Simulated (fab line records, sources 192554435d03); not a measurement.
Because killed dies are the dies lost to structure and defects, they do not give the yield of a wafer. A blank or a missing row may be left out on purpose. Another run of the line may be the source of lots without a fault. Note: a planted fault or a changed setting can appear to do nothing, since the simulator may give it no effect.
Lot-split experiment    flow n5Finfet    7 lots, 39 wafers read, on a route of 1938 steps

ABOUT THE SPLIT
At N5_FIN_CUT_ETCH_21 (etches SOC in N2/H2, target depth 219 nm, overetch 43.8 nm, time 523.5 s), the setting timeS was moved away from the recipe's 523.5 s on 12 of the 39 wafers read, by -24.0% to +23.4%. The other wafers ran this setting at the recipe's value.

FROM THE SPLIT TO THE READING: what the file shows between them, 6 steps
- N5_FIN_CUT_STRIP_23: strips in N2/H2
- N5_FIN_CUT_STRIP_31: strips in N2/H2
- N5_FIN_CUT_STRIP_24: strips in CF4
- N5_FIN_CUT_CUT_ETCH_26: etches SiNx in CH3F/O2, target depth 39 nm, time 55.7 s
- N5_FIN_CUT_CUT_ETCH_27: etches SiO2 in CHF3/O2, target depth 4 nm, overetch 2 nm, time 4.9 s
- N5_FIN_CUT_PRECLEAN_35: cleans in vHF, time 13.3 s

THE READING
FIN_CUT.cdOffsetNm (the simulator's own value, which no gauge read), in nm, at N5_FIN_CUT_CUT_ETCH_15 (etches Si in HBr/Cl2/O2, target depth 100 nm, bt time 10 s, time 42.4 s). No usual value for it is given in the file. Here, 27 wafers ran the recipe; their average is 0.2 nm with a standard deviation of 0.41 nm.

wafer   tool, chamber at the split  timeS as run, s  against the recipe  FIN_CUT.cdOffsetNm, nm  against lot-mates on the recipe
L075.1  rieDiel-03, 1               523.5            recipe              0.4                     -
L075.4  rieDiel-03, 0               523.5            recipe              0.4                     -
L075.2  rieDiel-03, 2               646.1            +23.4%              2.2                     +1.7
L075.3  rieDiel-03, 3               646.1            +23.4%              1.6                     +1.1
L075.6  rieDiel-03, 0               646.1            +23.4%              1.6                     +1.1
L075.5  rieDiel-03, 3               523.5            recipe              0.6                     -
L078.1  rieDiel-03, 0               590.1            +12.7%              0.6                     +0.9
L078.2  rieDiel-03, 1               590.1            +12.7%              0.6                     +0.9
L078.3  rieDiel-03, 2               590.1            +12.7%              0.8                     +1.1
L078.4  rieDiel-03, 1               523.5            recipe              -0.4                    -
L078.6  rieDiel-03, 2               523.5            recipe              -0.4                    -
L078.5  rieDiel-03, 0               523.5            recipe              -0.2                    -
L079.1  rieDiel-03, 2               398.1            -24.0%              -1.2                    -1.3
L079.4  rieDiel-03, 0               398.1            -24.0%              -1.2                    -1.3
L079.2  rieDiel-03, 0               523.5            recipe              0                       -
L079.3  rieDiel-03, 1               523.5            recipe              0.2                     -
L079.5  rieDiel-03, 2               523.5            recipe              0.2                     -
L079.6  rieDiel-03, 1               398.1            -24.0%              -1.6                    -1.7
L084.1  rieDiel-03, 3               523.5            recipe              0.2                     -
L084.6  rieDiel-03, 2               523.5            recipe              0.2                     -
L084.2  rieDiel-03, 2               523.5            recipe              0                       -
L084.3  rieDiel-03, 0               462.2            -11.7%              -0.8                    -0.9
L084.4  rieDiel-03, 1               462.2            -11.7%              -1                      -1.1
L084.5  rieDiel-03, 3               462.2            -11.7%              -0.6                    -0.7
L092.1  rieDiel-05, 1               523.5            recipe              -0.2                    -
L092.4  rieDiel-05, 3               523.5            recipe              -0.2                    -
L092.5  rieDiel-05, 3,0             523.5            recipe              -0.2                    -
L092.6  rieDiel-05, 1               523.5            recipe              -0.2                    -
L092.2  rieDiel-05, 3,0             523.5            recipe              -0.4                    -
L092.3  rieDiel-05, 0               523.5            recipe              -0.4                    -
L094.1  rieDiel-01, 3               523.5            recipe              0.8                     -
L094.2  rieDiel-01, 0               523.5            recipe              0.6                     -
L094.3  rieDiel-01, 1               523.5            recipe              0.2                     -
L094.4  rieDiel-01, 2               523.5            recipe              0.2                     -
L094.5  rieDiel-01, 0               523.5            recipe              0.4                     -
L094.6  rieDiel-01, 1               523.5            recipe              0.4                     -
L095.2  rieDiel-05, 3               523.5            recipe              1                       -
L095.3  rieDiel-05, 2               523.5            recipe              0.8                     -
L095.6  rieDiel-05, 2               523.5            recipe              0.8                     -
If several chambers appear in one row, that row covers several wafers at once and the file leaves open which wafer was in which chamber.

THE FIT
A straight line over all 39 wafers: FIN_CUT.cdOffsetNm changes by +0.0646 nm for each +1% of timeS; r = +0.88; the points scatter about the line by 0.38 nm.
The same after taking each lot's own level away (the mean of its wafers on the recipe; 39 wafers): +0.0633 nm for each +1%; r = +0.97; scatter 0.18 nm.
On that fit, the largest move of timeS shifts the reading by 1.5 nm.
Measured against the standard deviation above, the lots' own levels, which go from -0.33 to 0.87 nm, span 2.9 times it.
Hence the lot-to-lot level has little effect on the slope; both slopes agree.
Check: for one of the wafers moved furthest among these (-24.0%), held out of the fit, the line's prediction against its lot-mates is -1.56 nm. Against them it came out at -1.33 nm.

OTHER SPLITS APPLIED TO THESE WAFERS
Note: prior to the reading, these wafers also went through further splits. Each is held against what the fit with the lots' levels taken away leaves over:
other split on the same wafers               wafers away from the commonest value  r with FIN_CUT.cdOffsetNm (lot level and that fit taken away)
N5_WELL_APT_EXPOSE_05 doseMj                 18                                    +0.03
N5_PMOS_HMC_CHANNEL_EPI_EPI_20 pressureTorr  30                                    +0.11
N5_FIN_SAQP_FIN_ETCH_36 icpW                 12                                    +0.21

THE WHOLE CHAIN: every reading that the file lists as answering this split, in the file's order
step                    what it does                                                              reading                                                                          change (the file's fit)                                                             r (the file's)
N5_FIN_CUT_ETCH_21      etches SOC in N2/H2, target depth 219 nm, overetch 43.8 nm, time 523.5 s  etch.depthNm (the simulator's own value, which no gauge read)                    not straight: 200.8 at the lowest setting, 230.1 at the recipe, 231 at the highest  not given
N5_FIN_CUT_ETCH_21      etches SOC in N2/H2, target depth 219 nm, overetch 43.8 nm, time 523.5 s  FIN_CUT.cdOffsetNm (the simulator's own value, which no gauge read)              +0.0611 nm for each +1% of the setting                                              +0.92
N5_FIN_CUT_ETCH_21      etches SOC in N2/H2, target depth 219 nm, overetch 43.8 nm, time 523.5 s  SiARC_of_FIN_CUT_COAT_19.thkNm (the simulator's own value, which no gauge read)  -0.0839 nm for each +1% of the setting                                              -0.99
N5_FIN_CUT_CUT_ETCH_26  etches SiNx in CH3F/O2, target depth 39 nm, time 55.7 s                   FIN_CUT.cdOffsetNm (the simulator's own value, which no gauge read)              +0.0623 nm for each +1% of the setting                                              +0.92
N5_FIN_CUT_CUT_ETCH_27  etches SiO2 in CHF3/O2, target depth 4 nm, overetch 2 nm, time 4.9 s      FIN_CUT.cdOffsetNm (the simulator's own value, which no gauge read)              +0.064 nm for each +1% of the setting                                               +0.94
N5_FIN_CUT_PRECLEAN_35  cleans in vHF, time 13.3 s                                                FIN_CUT.cdOffsetNm (the simulator's own value, which no gauge read)              +0.0656 nm for each +1% of the setting                                              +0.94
N5_FIN_CUT_CUT_ETCH_15  etches Si in HBr/Cl2/O2, target depth 100 nm, bt time 10 s, time 42.4 s   FIN_CUT.cdOffsetNm (the simulator's own value, which no gauge read)              +0.0633 nm for each +1% of the setting                                              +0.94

THE FILE'S OWN FIT
FIN_CUT.cdOffsetNm changes by +0.0633 nm for each +1% of timeS, r = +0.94.
